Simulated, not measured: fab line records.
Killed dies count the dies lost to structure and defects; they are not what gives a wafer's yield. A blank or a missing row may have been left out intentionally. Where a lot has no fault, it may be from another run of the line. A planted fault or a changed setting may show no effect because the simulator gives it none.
A struck lot beside a sound one + flow n5_finfet + 26 out of 1938 route steps
Sound: wafers L164.2, L164.4, L164.6. Wafers struck: L166.1, L166.5, L166.6. Last of all comes the cause.
At each step with rows: each side's tool, then ch and its chambers, then its first start. Under that, the readings that differ: sound wafers + struck wafers + difference of the means + sigmas: that difference in standard deviations of wafers without a fault.
alike: a reading whose means differ by less than 2 such deviations, as well as words and numbers matching on both sides. not compared: withheld readings; readings where some wafer has no value; bounds like >300 that might hide an equal value; numbers whose values overlap and for which the record gives no deviation.
A row with sigmas, a row that says differs or no value, or rows on one side alone: a step with any of these is where the two part. Numbers that don't overlap but have no deviation are shown without sigmas and don't part them. A reading that every wafer of one side lacks parts them only if that side has two wafers or more.

first, 9 steps without rows for these wafers: N5_MOL_CONTACT_COAG_SRD_126 (dry time 32 s); N5_MOL_CONTACT_COAG_CMP_23 (polishes, stops on SiO2, t overpolish 1.5 s, target thk 0 nm); N5_MOL_CONTACT_COAG_WET_ETCH_26 (target Co, target depth 13 nm); N5_MOL_CONTACT_COAG_WET_ETCH_116 (etches the open film in SC1-inhibited, target depth 4.6 nm, rinse time 30 s); N5_MOL_CONTACT_COAG_ALD_27 (deposits SiOC, target thk 17 nm, pulse time 1.5 s, time 2720 s); N5_MOL_CONTACT_COAG_CMP_28 (polishes, stops on SiNx, t overpolish 0.85 s, target thk 14.522 nm); N5_MOL_CONTACT_COAG_ALD_123 (deposits SiNx, target thk 5 nm, pulse time 1 s, purge time 2 s); N5_MOL_CONTACT_COAG_PECVD_31 (deposits SiO2 from TEOS/O2, target thk 46 nm, time 8.9 s); N5_MOL_CONTACT_COAG_COAT_75 (time 60 s, resist thk 60 nm).
N5_MOL_CONTACT_COAG_COAT_76: time 60 s, resist thk 10 nm.
  sound on litho_track-01 ch 0, day 6 06:50; struck on litho_track-01 ch 0, day 6 20:31
| reading                                             | sound                | struck               | difference | sigmas      |
|-----------------------------------------------------|----------------------|----------------------|------------|-------------|
| spin_speed_rpm (rpm)                                | 1500.5 1500.9 1501.2 | 1162.7 1162.3 1162.8 | -338.3     | -99 or more |
| model.SiARC_of_MOL_CONTACT_COAG_COAT_76.thk_nm (nm) | 10 10 10             | 11.4 11.4 11.4       | +1.4       |             |
  alike: exhaust_pa, heater_power_total_W
then, 9 steps without rows for these wafers: N5_MOL_CONTACT_COAG_COAT_77 (time 60 s, resist thk 10 nm); N5_MOL_CONTACT_COAG_COAT_78 (resist thk 40 nm); N5_MOL_CONTACT_COAG_EBR_80; N5_MOL_CONTACT_COAG_SOFTBAKE_79 (time 60 s); N5_MOL_CONTACT_COAG_EXPOSE_81 (exposes mask VG, defocus 0 nm); N5_MOL_CONTACT_COAG_PEB_82 (peb time 60 s); N5_MOL_CONTACT_COAG_DEVELOP_83 (develop time 30 s); N5_MOL_CONTACT_COAG_DESCUM_88 (chemistry O2, time 7 s); N5_MOL_CONTACT_COAG_ETCH_89 (etches underlayer in N2/H2, target depth 13 nm, time 10.4 s).
N5_MOL_CONTACT_COAG_ETCH_90: etches SiARC in CF4, target depth 13 nm, time 21.7 s.
  sound on rie_diel-04 ch 0,1,3, day 6 07:25; struck on rie_diel-04 ch 0,1,3, day 6 21:06
| reading                                               | sound             | struck            | difference | sigmas |
|-------------------------------------------------------|-------------------|-------------------|------------|--------|
| etch_rf_on_time_s (s)                                 | 21.2 20.9 21.5    | 24.1 24.6 24.7    | +3.3       | +11    |
| model.etch.depth_nm (nm)                              | 9.968 9.971 9.994 | 11.41 11.39 11.41 | +1.43      |        |
| model.CAR-EUV_of_MOL_CONTACT_COAG_COAT_78.thk_nm (nm) | 16.8 16.8 17      | 15.6 15.8 15.8    | -1.1       |        |
  alike: bias_w, drypump_motor_current_A, oes_product_au, rf_vpp_V, showerhead_plenum_p_Torr, throttle_valve_pct
  not compared: rf_hours_counter_h
then, 1 step without rows for these wafers: N5_MOL_CONTACT_COAG_ALD_131 (deposits SiO2, target thk 5 nm, pulse time 1 s, co reactant pulse time 1 s).
N5_MOL_CONTACT_COAG_ETCHBACK_132: etches SiO2 in CHF3, target depth 10 nm, time 6.7 s.
  sound on rie_diel-05 ch 1,3, day 6 07:41; struck on rie_diel-01 ch 2,3, day 6 21:23
| reading                                               | sound          | struck         | difference | sigmas |
|-------------------------------------------------------|----------------|----------------|------------|--------|
| model.CAR-EUV_of_MOL_CONTACT_COAG_COAT_78.thk_nm (nm) | 15.4 15.4 15.6 | 14.2 14.4 14.4 | -1.1       |        |
  alike: bias_w, drypump_motor_current_A, oes_product_au, rf_vpp_V, showerhead_plenum_p_Torr, throttle_valve_pct
  not compared: rf_hours_counter_h
N5_MOL_CONTACT_COAG_ETCH_91: etches SOC in N2/H2, target depth 60 nm, overetch 21 nm, time 101.2 s.
  sound on rie_diel-05 ch 1,3, day 6 07:43; struck on rie_diel-01 ch 2,3, day 6 21:25
| reading                                             | sound          | struck         | difference | sigmas |
|-----------------------------------------------------|----------------|----------------|------------|--------|
| oes_product_au (a.u.)                               | 0.75 0.62 0.74 | 0.62 0.59 0.61 | -0.10      | -2     |
| model.SiARC_of_MOL_CONTACT_COAG_COAT_76.thk_nm (nm) | 5.8 5.8 5.8    | 7.4 7.2 7.4    | +1.5       |        |
  alike: bias_w, drypump_motor_current_A, rf_vpp_V, showerhead_plenum_p_Torr, throttle_valve_pct
  not compared: rf_hours_counter_h
then, 1 step without rows for these wafers: N5_MOL_CONTACT_COAG_STRIP_92 (strips in N2/H2).
-- here the record skips 4 days between the struck wafers' starts before and after, leaving off in module MOL_CONTACT_COAG and picking up in module BEOL_M4 (first step shown: number 1111 of the route) --
N5_BEOL_M4_RC_MEAS_101:
  sound on prober-02 ch 0, day 9 21:22; struck on prober-01 ch 0, day 10 14:47
  alike: DIBL_N, DIBL_P, IOFF_N, IOFF_P, ION_N, ION_P, SS_N, SS_P, VT_N, VT_P
N5_PASSIVATION_PROBE_49:
  rows exist in the record for the sound wafers here (prober-01, day 14 11:27), none for the struck ones

== WHERE THEY PART ==
First at N5_MOL_CONTACT_COAG_COAT_76; last, within this record, at N5_PASSIVATION_PROBE_49.

WHY: what the simulator had put in
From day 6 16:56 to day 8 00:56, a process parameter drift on litho_track-01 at N5_MOL_CONTACT_COAG_COAT_76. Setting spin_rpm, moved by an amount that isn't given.
